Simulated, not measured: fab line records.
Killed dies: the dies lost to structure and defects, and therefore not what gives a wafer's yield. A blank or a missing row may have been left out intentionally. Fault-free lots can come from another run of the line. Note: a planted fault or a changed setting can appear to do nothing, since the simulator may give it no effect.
Which tool did it? | flow n5-finfet | 7 lots, 21 wafers sampled, at 8 steps of a route of 1938

## WHAT THE GAUGES READ, wafer by wafer
N5_FIN_SAQP_INSPECT_40: inspects for defects (brightfield).
lot  | measured    | on                | raw-defect-count
L969 | day 2 15:23 | defect-inspect-02 | 190 218 205
L972 | day 3 08:38 | defect-inspect-01 | 365 383 414
L976 | day 4 09:13 | defect-inspect-01 | 559 433 409
L979 | day 5 02:37 | defect-inspect-01 | 220 147 187
L984 | day 6 08:28 | defect-inspect-02 | 149 179 196
L988 | day 7 08:14 | defect-inspect-01 | 205 140 192
L989 | day 7 14:34 | defect-inspect-02 | 159 166 154

N5_FIN_CUT_INSPECT_10: inspects for defects (brightfield).
lot  | measured    | on                | raw-defect-count
L969 | day 2 15:54 | defect-inspect-01 | 27 36 30
L972 | day 3 09:02 | defect-inspect-01 | 239 267 264
L976 | day 4 09:44 | defect-inspect-01 | 284 274 263
L979 | day 5 03:01 | defect-inspect-02 | 45 21 43
L984 | day 6 08:59 | defect-inspect-01 | 39 44 27
L988 | day 7 08:38 | defect-inspect-02 | 42 25 30
L989 | day 7 14:58 | defect-inspect-02 | 31 34 35

N5_FIN_CUT_INSPECT_17: inspects for defects (brightfield).
lot  | measured    | on                | raw-defect-count
L969 | day 2 16:52 | defect-inspect-01 | 175 206 179
L972 | day 3 10:07 | defect-inspect-01 | 383 392 446
L976 | day 4 10:41 | defect-inspect-01 | 564 418 427
L979 | day 5 03:58 | defect-inspect-02 | 242 181 216
L984 | day 6 09:56 | defect-inspect-01 | 136 159 159
L988 | day 7 09:53 | defect-inspect-01 | 220 149 185
L989 | day 7 16:07 | defect-inspect-01 | 140 143 134

N5_BEOL_M4_RC_MEAS_101.
lot  | measured     | on        | DIBL_N (mV/V)  | DIBL_P (mV/V)  | IOFF_N (nA/um)    | IOFF_P (nA/um) | ION_N (uA/um) | ION_P (uA/um) | SS_N (mV/dec)  | SS_P (mV/dec)  | VT_N (mV)   | VT_P (mV)
L969 | day 8 23:57  | prober-01 | 36.7 37.7 35.7 | 38.9 40.2 37.7 | 0.176 0.201 0.146 | 0.28 0.32 0.26 | 693 682 673   | 472 477 470   | 71.4 72.1 71.0 | 74.1 74.1 73.2 | 250 246 252 | -243 -240 -244
L972 | day 9 06:33  | prober-02 | 34.5 33.6 33.7 | 35.5 34.5 34.1 | 0.142 0.126 0.124 | 0.20 0.17 0.17 | 675 665 670   | 468 452 447   | 71.3 71.1 71.2 | 72.8 72.9 72.5 | 251 250 252 | -250 -254 -252
L976 | day 10 08:57 | prober-01 | 35.2 35.3 36.4 | 35.2 35.7 37.6 | 0.136 0.153 0.168 | 0.18 0.20 0.22 | 671 688 688   | 462 468 469   | 71.4 70.8 71.9 | 73.4 72.8 72.6 | 250 249 246 | -252 -249 -248
L979 | day 11 00:41 | prober-02 | 33.4 33.7 36.6 | 32.2 32.9 37.2 | 0.113 0.112 0.168 | 0.16 0.17 0.23 | 656 659 684   | 449 457 465   | 71.4 70.6 71.2 | 71.8 72.4 73.2 | 254 255 249 | -252 -251 -248
L984 | day 12 11:53 | prober-01 | 35.1 35.1 37.1 | 36.0 35.8 38.2 | 0.145 0.148 0.178 | 0.19 0.19 0.22 | 665 671 678   | 459 458 460   | 70.7 71.4 72.4 | 73.7 72.8 74.1 | 251 249 249 | -252 -250 -252
L988 | day 13 14:24 | prober-02 | 37.5 38.3 38.3 | 38.2 39.0 38.8 | 0.156 0.157 0.167 | 0.21 0.24 0.22 | 668 672 674   | 458 469 458   | 71.6 71.8 71.5 | 73.6 74.3 73.8 | 251 252 248 | -251 -250 -249
L989 | day 13 14:36 | prober-01 | 33.2 34.2 37.3 | 32.0 32.8 37.4 | 0.110 0.118 0.188 | 0.15 0.15 0.24 | 664 667 685   | 457 458 467   | 70.9 71.0 71.0 | 71.6 72.4 73.3 | 256 253 246 | -254 -256 -250

## WHICH TOOL RAN EACH LOT (tool, then ch and the chambers of the sampled wafers, then the start)
lot  | N5_FIN_SAQP_ETCH_57               | N5_FIN_SAQP_ETCH_69               | N5_FIN_SAQP_ETCH_67               | N5_FIN_SAQP_STRIP_70
L969 | rie-diel-01 ch 0,2,3, day 2 13:02 | rie-diel-06 ch 2,3, day 2 13:42   | rie-diel-06 ch 2,3, day 2 13:47   | rie-diel-06 ch 2,3, day 2 13:51
L972 | rie-diel-06 ch 2,3, day 3 06:16   | rie-diel-06 ch 0,3, day 3 06:56   | rie-diel-06 ch 0,3, day 3 06:59   | rie-diel-06 ch 0,3, day 3 07:02
L976 | rie-diel-01 ch 0,2,3, day 4 07:04 | rie-diel-06 ch 0,1,2, day 4 07:49 | rie-diel-06 ch 0,1,2, day 4 07:52 | rie-diel-06 ch 0,1,2, day 4 07:55
L979 | rie-diel-06 ch 0,1,2, day 5 00:32 | rie-diel-05 ch 0,1,2, day 5 01:13 | rie-diel-05 ch 0,1,2, day 5 01:16 | rie-diel-05 ch 0,1,2, day 5 01:19
L984 | rie-diel-06 ch 0,1,3, day 6 06:23 | rie-diel-05 ch 1,2,3, day 6 07:04 | rie-diel-05 ch 1,2,3, day 6 07:07 | rie-diel-05 ch 1,2,3, day 6 07:10
L988 | rie-diel-05 ch 0,2,3, day 7 05:59 | rie-diel-01 ch 0,2, day 7 06:43   | rie-diel-01 ch 0,2, day 7 06:47   | rie-diel-01 ch 0,2, day 7 06:49
L989 | rie-diel-01 ch 0,1,2, day 7 12:32 | rie-diel-06 ch 2,3, day 7 13:10   | rie-diel-06 ch 2,3, day 7 13:13   | rie-diel-06 ch 2,3, day 7 13:16
- N5_FIN_SAQP_ETCH_57: etches SiNx in CH3F/O2, target depth 32.5 nm, time 46.4 s.
- N5_FIN_SAQP_ETCH_69: etches SOC in N2/H2, stops on SiNx, target depth 150 nm.
- N5_FIN_SAQP_ETCH_67: etches SiNx in CH3F/O2, target depth 30 nm.
- N5_FIN_SAQP_STRIP_70: strips in N2/H2.

## AS READ BY THE TOOLS THEMSELVES (means over the sampled wafers that have a number; for cases with no such wafer, the mark the record gives instead)
N5_FIN_SAQP_ETCH_57.
lot  | tool        | drypump-motor-current-A (A) | etch-rf-on-time-s (s) | oes_ar_750_au (a.u.) | oes-product-au (a.u.) | rf-vpp-V (V) | showerhead-plenum-p-Torr (Torr) | throttle-valve-pct (%)
L969 | rie-diel-01 | 5.5                         | 47.1                  | 0.82                 | 0.70                  | 301          | 2.05                            | 16.47
L972 | rie-diel-06 | 6.3                         | 46.3                  | 0.75                 | 0.64                  | 300          | 2.05                            | 16.49
L976 | rie-diel-01 | 5.5                         | 46.5                  | 0.80                 | 0.69                  | 302          | 2.04                            | 16.51
L979 | rie-diel-06 | 5.5                         | 45.7                  | 0.79                 | 0.68                  | 301          | 2.01                            | 16.33
L984 | rie-diel-06 | 5.2                         | 47.1                  | 0.79                 | 0.68                  | 298          | 1.98                            | 16.33
L988 | rie-diel-05 | 5.8                         | 45.9                  | 0.75                 | 0.64                  | 300          | 2.06                            | 16.35
L989 | rie-diel-01 | 5.7                         | 46.1                  | 0.86                 | 0.74                  | 300          | 2.00                            | 16.32

N5_FIN_SAQP_ETCH_69.
lot  | tool        | drypump-motor-current-A (A) | n2-flow-sccm (sccm) | oes-product-au (a.u.) | rf-vpp-V (V) | showerhead-plenum-p-Torr (Torr) | throttle-valve-pct (%)
L969 | rie-diel-06 | 6.3                         | 200.7               | 0.75                  | 241.6        | 2.61                            | 17.83
L972 | rie-diel-06 | 5.5                         | 200.3               | 0.82                  | 241.4        | 2.54                            | 17.85
L976 | rie-diel-06 | 5.6                         | 199.7               | 0.80                  | 241.0        | 2.56                            | 17.67
L979 | rie-diel-05 | 5.8                         | 201.1               | 0.74                  | 242.1        | 2.61                            | 17.93
L984 | rie-diel-05 | 5.5                         | 199.8               | 0.79                  | 242.4        | 2.67                            | 17.81
L988 | rie-diel-01 | 5.8                         | 199.9               | 0.77                  | 240.6        | 2.59                            | 17.90
L989 | rie-diel-06 | 6.1                         | 200.0               | 0.72                  | 241.9        | 2.56                            | 17.95

N5_FIN_SAQP_ETCH_67.
lot  | tool        | drypump-motor-current-A (A) | oes_ar_750_au (a.u.) | oes-product-au (a.u.) | rf-vpp-V (V) | showerhead-plenum-p-Torr (Torr) | throttle-valve-pct (%)
L969 | rie-diel-06 | 6.3                         | 0.74                 | 0.75                  | 300          | 2.05                            | 16.49
L972 | rie-diel-06 | 5.5                         | 0.82                 | 0.82                  | 299          | 1.99                            | 16.39
L976 | rie-diel-06 | 5.5                         | 0.80                 | 0.80                  | 300          | 2.01                            | 16.34
L979 | rie-diel-05 | 5.8                         | 0.75                 | 0.75                  | 304          | 2.06                            | 16.49
L984 | rie-diel-05 | 5.5                         | 0.80                 | 0.80                  | 304          | 2.10                            | 16.37
L988 | rie-diel-01 | 5.8                         | 0.78                 | 0.78                  | 300          | 2.04                            | 16.44
L989 | rie-diel-06 | 6.1                         | 0.73                 | 0.73                  | 298          | 2.01                            | 16.56

N5_FIN_SAQP_STRIP_70.
lot  | tool        | bias-power-w (W) | drypump-motor-current-A (A) | n2-flow-sccm (sccm) | oes-product-au (a.u.) | rf-vpp-V (V) | showerhead-plenum-p-Torr (Torr) | throttle-valve-pct (%)
L969 | rie-diel-06 | 28.01            | 6.3                         | 300.8               | 0.75                  | 122.5        | 3.44                            | 18.7
L972 | rie-diel-06 | 28.01            | 5.5                         | 299.6               | 0.82                  | 121.8        | 3.36                            | 18.9
L976 | rie-diel-06 | 27.92            | 5.6                         | 300.1               | 0.80                  | 121.7        | 3.37                            | 18.5
L979 | rie-diel-05 | 27.97            | 5.9                         | 300.1               | 0.74                  | 122.0        | 3.45                            | 19.1
L984 | rie-diel-05 | 28.03            | 5.5                         | 299.9               | 0.80                  | 122.4        | 3.52                            | 18.9
L988 | rie-diel-01 | 27.92            | 5.8                         | 299.5               | 0.78                  | 122.7        | 3.41                            | 19.0
L989 | rie-diel-06 | 28.02            | 6.1                         | 301.1               | 0.74                  | 121.2        | 3.39                            | 18.9

## THE ANSWER, worked out from the rows above alone
Rule: usual is defined by the lots themselves. The widest of any qualifying gaps counts: lots, ordered by their means at a reading, are off when they make up no more than a third of the lots, leave a main group of 4 or more, and stand apart from it by 3 or more times the standard deviation of that group's means. If all means in a main group match to the digits the tables above print for the reading, that group is not used. A lot without any number at a reading at which 4 lots or more have one is off too. Any other lot the step has rows for is counted as sound. The gauges are gone through in route order, then the tools' own readings, and for those a lot's mean is taken as printed above. At the first step where some lot is off, the reading lying furthest off is the one used; lots without a number count as furthest.
Off: L972, L976, at N5_FIN_SAQP_INSPECT_40 (raw-defect-count). For the main group the mean is 180 and the standard deviation 15.
A tool fits if, at a process step before that reading, it ran every lot that is off, and no sound lot after the first of them. Those tools and the gauges at N5_FIN_SAQP_INSPECT_40 are tried in the same way. No candidate that was tried fits.

## WHAT HAD BEEN PUT IN BY THE SIMULATOR
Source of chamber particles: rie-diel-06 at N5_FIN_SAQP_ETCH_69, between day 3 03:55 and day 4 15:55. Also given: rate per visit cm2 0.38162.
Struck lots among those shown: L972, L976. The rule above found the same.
